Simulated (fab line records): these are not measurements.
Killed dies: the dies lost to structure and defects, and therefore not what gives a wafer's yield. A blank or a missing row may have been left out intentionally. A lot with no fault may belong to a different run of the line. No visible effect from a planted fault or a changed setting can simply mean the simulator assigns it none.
Comparing a struck lot with a sound one :: flow n5-finfet :: 16 out of 1938 route steps
Sound: these wafers, L141.1, L141.2, L141.6. Wafers L132.2, L132.4, L132.6 were the ones struck. The cause comes at the end.
At each step with rows: each side's tool, then ch and its chambers, then its first start. Under that, the readings that differ: sound wafers :: struck wafers :: difference of the means :: sigmas: that difference in standard deviations of wafers without a fault.
alike: same words and numbers on both sides, and readings whose means sit less than 2 such deviations apart. not compared: any withheld reading, any reading some wafer has no value for, any bound like >300 that may hide the same value, and any number with overlapping values for which the record gives no deviation.
The two part at a step that has a row with sigmas, a row that says differs or no value, or rows on one side only. When numbers do not overlap yet have no deviation, they are printed without sigmas and do not part them. A reading missing from all wafers of one side parts the sides only when that side holds two or more wafers.

first, 2 steps without rows for these wafers: N5_BEOL_M2_SPUTTER_79 (material Cu, target thk 4.5 nm, time 8.29 s); N5_BEOL_M2_ANNEAL_80 (time 240 s).
N5_BEOL_M2_SPUTTER_81: material Cu, target thk 4.5 nm, time 8.29 s.
  struck on pvd-sputter-01, day 10 16:53; sound on pvd-sputter-03, day 12 01:53
  alike: chamber-pressure-pa, chuck-gas-flow-sccm, throttle-valve-pct
N5_BEOL_M2_ANNEAL_82: time 240 s.
  struck on pvd-sputter-01, day 10 16:58; sound on pvd-sputter-03, day 12 01:58
reading: heater-power-w (W)
sound: 806 985 996
struck: 872 716 712
difference: -162
sigmas: -2
N5_BEOL_M2_SPUTTER_86: material Cu, target thk 4.5 nm, time 8.29 s.
  struck on pvd-sputter-01, day 10 17:07; sound on pvd-sputter-03, day 12 02:07
  alike: chamber-pressure-pa, chuck-gas-flow-sccm, throttle-valve-pct
then, 1 step without rows for these wafers: N5_BEOL_M2_ANNEAL_87 (time 240 s).
N5_BEOL_M2_SPUTTER_88: material Cu, target thk 4.5 nm, time 8.29 s.
  struck on pvd-sputter-01, day 10 17:20; sound on pvd-sputter-03, day 12 02:20
  alike: chamber-pressure-pa, chuck-gas-flow-sccm, throttle-valve-pct
then, 2 steps without rows for these wafers: N5_BEOL_M2_ANNEAL_89 (time 240 s); N5_BEOL_M2_SPUTTER_90 (material Cu, target thk 4.5 nm, time 8.29 s).
N5_BEOL_M2_ANNEAL_91: time 240 s.
  struck on pvd-sputter-01, day 10 17:38; sound on pvd-sputter-03, day 12 02:38
reading: heater-power-w (W)
sound: 806 1002 1007
struck: 838 713 722
difference: -181
sigmas: -2
then, 2 steps without rows for these wafers: N5_BEOL_M2_SPUTTER_92 (material Cu, target thk 4.5 nm, time 8.29 s); N5_BEOL_M2_ANNEAL_93 (time 240 s).
N5_BEOL_M2_SPUTTER_94: material Cu, target thk 4.5 nm, time 8.29 s.
  struck on pvd-sputter-01, day 10 17:59; sound on pvd-sputter-03, day 12 02:59
  no value came back on the struck wafers for chamber-pressure-pa (Pa), chuck-gas-flow-sccm (sccm), throttle-valve-pct (%); on the sound wafers chamber-pressure-pa (Pa) reads 0.07001 0.06994 0.07009
then, 1 step without rows for these wafers: N5_BEOL_M2_ANNEAL_95 (time 240 s).
N5_BEOL_M4_RC_MEAS_101:
  sound on prober-02 ch 0, day 14 01:40; struck on prober-02 ch 0, day 12 13:22
reading: DIBL_N (mV/V)
sound: 39.0 36.6 36.7
struck: 34.3 32.2 34.1
difference: -3.9
sigmas: -2
  alike: DIBL_P, IOFF_N, IOFF_P, ION_N, ION_P, SS_N, SS_P, VT_N, VT_P
-- the record jumps here: 4 days lie between the struck wafers' starts before and after (it left off in module BEOL_M4 and takes up again in module PASSIVATION, whose first step shown is number 1936 of the route) --
N5_PASSIVATION_PROBE_49:
  struck on prober-02, day 16 18:31; sound on prober-01, day 18 14:04
reading: defect-limited-yield (%)
sound: 90.5 88.3 89.4
struck: 93.0 92.3 93.1
difference: +3.4
sigmas: +2

reading: killed-at-front-end
sound: 53 47 67
struck: 27 32 31
difference: -26
sigmas: -3

reading: killed-dies
sound: 112 138 125
struck: 83 91 81
difference: -40
sigmas: -2

reading: killed-open
sound: 81 85 91
struck: 47 66 44
difference: -33
sigmas: -3

reading: sort_bin_6_memory (%)
sound: 4.2 5.2 4.2
struck: 2.0 3.0 2.4
difference: -2.1
sigmas: -3

reading: sort-n-pass
sound: 1068 1042 1055
struck: 1097 1089 1099
difference: +40
sigmas: +2

reading: sort-yield-pct (%)
sound: 90.5 88.3 89.4
struck: 93.0 92.3 93.1
difference: +3.4
sigmas: +2
  alike: killed_at_M0_to_M3, killed_at_M4_up, killed-at-contacts, killed-at-other, killed-short, sort_bin_4_leakage, sort_bin_5_function, sort_bin_8_speed

WHERE THEY PART
First at N5_BEOL_M2_ANNEAL_82; last, within this record, at N5_PASSIVATION_PROBE_49.

WHY: what had been put in by the simulator
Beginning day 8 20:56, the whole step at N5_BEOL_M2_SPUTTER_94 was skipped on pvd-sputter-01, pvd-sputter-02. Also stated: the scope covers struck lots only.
